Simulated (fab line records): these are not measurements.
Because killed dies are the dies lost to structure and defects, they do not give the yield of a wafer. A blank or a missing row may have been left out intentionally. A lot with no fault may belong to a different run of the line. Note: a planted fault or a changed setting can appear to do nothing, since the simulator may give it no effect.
Matching of chambers	flow nand-harc	ald-hk-03 running NHARC_A_CHANNEL_FILL_D2_ALD_02: 4 sister chambers
The step deposits SiO2, target thk 6 nm, pulse time 10 s, ald cycles 60. 14 wafers are shown with their chamber, then 7 later ones without.

## EACH WAFER AND ITS CHAMBER
wafer	chamber	heater-power-w (W)	heater-power-outer-w (W)	precursor-pulse-height-rel
L074.1	0	495	258	1.021
L074.2	2	478	264	0.980
L074.6	1	496	275	1.042
L075.1	1	503	273	1.030
L075.3	3	564	294	1.012
L075.6	0	490	268	1.002
L079.2	3	550	298	0.993
L079.5	0	504	270	0.990
L079.6	1	499	268	0.987
L083.1	3	569	292	0.991
L083.5	1	511	271	1.007
L083.6	2	476	258	1.017
L084.2	0	497	260	1.033
L084.3	1	486	272	0.981

SIGNATURES (means of the wafers above)
reading	chamber 0	chamber 1	chamber 2	chamber 3	scatter within a chamber
heater-power-w	496.50	499.00	477.00	561.00	7.97
heater-power-outer-w	264.00	271.80	261.00	294.67	4.09
precursor-pulse-height-rel	1.01150	1.00940	0.99850	0.99867	0.022
Rule: for each reading, subtract the chamber's mean from the wafer's reading, divide by that reading's scatter and square the result; add these up over the readings and take the root, which gives the wafer's distance from the chamber. If the next closest chamber is less than 2 further off than the closest, the wafer can't be placed; otherwise it belongs to the closest. How the scatter is found: for the shown wafers, subtract from each reading the mean of its chamber, square and add these, divide the total by (wafers less chambers), then take the root.

## WAFERS WITH NO CHAMBER GIVEN
wafer	heater-power-w (W)	heater-power-outer-w (W)	precursor-pulse-height-rel
L084.5	547	290	0.990
L086.1	562	292	0.995
L086.2	485	263	0.975
L086.3	474	272	0.993
L089.3	560	292	1.015
L089.5	507	271	0.984
L089.6	562	291	1.026

## EACH ONE'S CHAMBER
wafer	from the rows above	in truth
L084.5	3	3
L086.1	3	3
L086.2	can't be placed: 2 or 0 or 1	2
L086.3	can't be placed: 2 or 1 or 0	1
L089.3	3	3
L089.5	can't be placed: 1 or 0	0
L089.6	3	3
Placed correctly: 4 of 7. Unplaceable from these rows: 3, with the true chamber sitting among the candidates in 3. Wrongly placed: 0.
